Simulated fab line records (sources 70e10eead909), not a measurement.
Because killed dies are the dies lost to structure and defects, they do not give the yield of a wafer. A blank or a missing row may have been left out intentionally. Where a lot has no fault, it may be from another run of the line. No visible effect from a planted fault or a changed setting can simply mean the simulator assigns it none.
Chamber matching / flow nandHarc / 4 sister chambers for NHARC_P_M0_CMP_23 on cmp-01
The step polishes, t overpolish 20 s, target thk 117.54 nm. 8 wafers are shown with their chamber, then 9 later ones without.

== WAFERS PAIRED WITH THEIR CHAMBERS ==
wafer=L080.5; chamber=3; motorCurrentA (A)=15.7; timeToEndpointS (s)=32
wafer=L085.2; chamber=3; motorCurrentA (A)=14.6; timeToEndpointS (s)=30
wafer=L085.4; chamber=2; motorCurrentA (A)=12.0; timeToEndpointS (s)=24
wafer=L087.4; chamber=2; motorCurrentA (A)=11.6; timeToEndpointS (s)=20
wafer=L087.6; chamber=0; motorCurrentA (A)=11.4; timeToEndpointS (s)=21
wafer=L093.2; chamber=1; motorCurrentA (A)=11.2; timeToEndpointS (s)=26
wafer=L093.3; chamber=0; motorCurrentA (A)=11.7; timeToEndpointS (s)=23
wafer=L093.6; chamber=1; motorCurrentA (A)=11.6; timeToEndpointS (s)=26

== WAFERS MISSING THEIR CHAMBER ==
wafer=L095.3; motorCurrentA (A)=11.3; timeToEndpointS (s)=26
wafer=L095.5; motorCurrentA (A)=11.8; timeToEndpointS (s)=24
wafer=L095.6; motorCurrentA (A)=10.6; timeToEndpointS (s)=29
wafer=L096.2; motorCurrentA (A)=11.4; timeToEndpointS (s)=28
wafer=L096.3; motorCurrentA (A)=11.6; timeToEndpointS (s)=25
wafer=L096.4; motorCurrentA (A)=11.9; timeToEndpointS (s)=27
wafer=L097.1; motorCurrentA (A)=12.4; timeToEndpointS (s)=24
wafer=L097.2; motorCurrentA (A)=11.2; timeToEndpointS (s)=24
wafer=L097.5; motorCurrentA (A)=15.2; timeToEndpointS (s)=29

== WHICH CHAMBER EACH ONE RAN IN ==
wafer=L095.3; from the rows above=1; in truth=1
wafer=L095.5; from the rows above=can't be placed: 2 or 0 or 1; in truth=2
wafer=L095.6; from the rows above=1; in truth=1
wafer=L096.2; from the rows above=1; in truth=1
wafer=L096.3; from the rows above=can't be placed: 1 or 0 or 2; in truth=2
wafer=L096.4; from the rows above=can't be placed: 1 or 2 or 0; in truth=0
wafer=L097.1; from the rows above=can't be placed: 2 or 0 or 1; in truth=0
wafer=L097.2; from the rows above=can't be placed: 1 or 0 or 2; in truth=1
wafer=L097.5; from the rows above=3; in truth=3
Placed correctly: 4 of 9. Cannot be placed on the basis of these rows: 5; the candidates contain the true chamber in 5. Placed wrongly: 0.
How it was worked out, from the rows above alone: a wafer's distance from a chamber is the root of the sum, over the readings, of the square of ((its reading less the chamber's mean) divided by the reading's scatter). If the next closest chamber is less than 2 further off than the closest, the wafer can't be placed; otherwise it belongs to the closest. For every chamber, the mean is computed from those of its wafers that are shown. The scatter: the root of (the sum of the squares of (reading less its chamber's mean) over the shown wafers, divided by (wafers less chambers)).
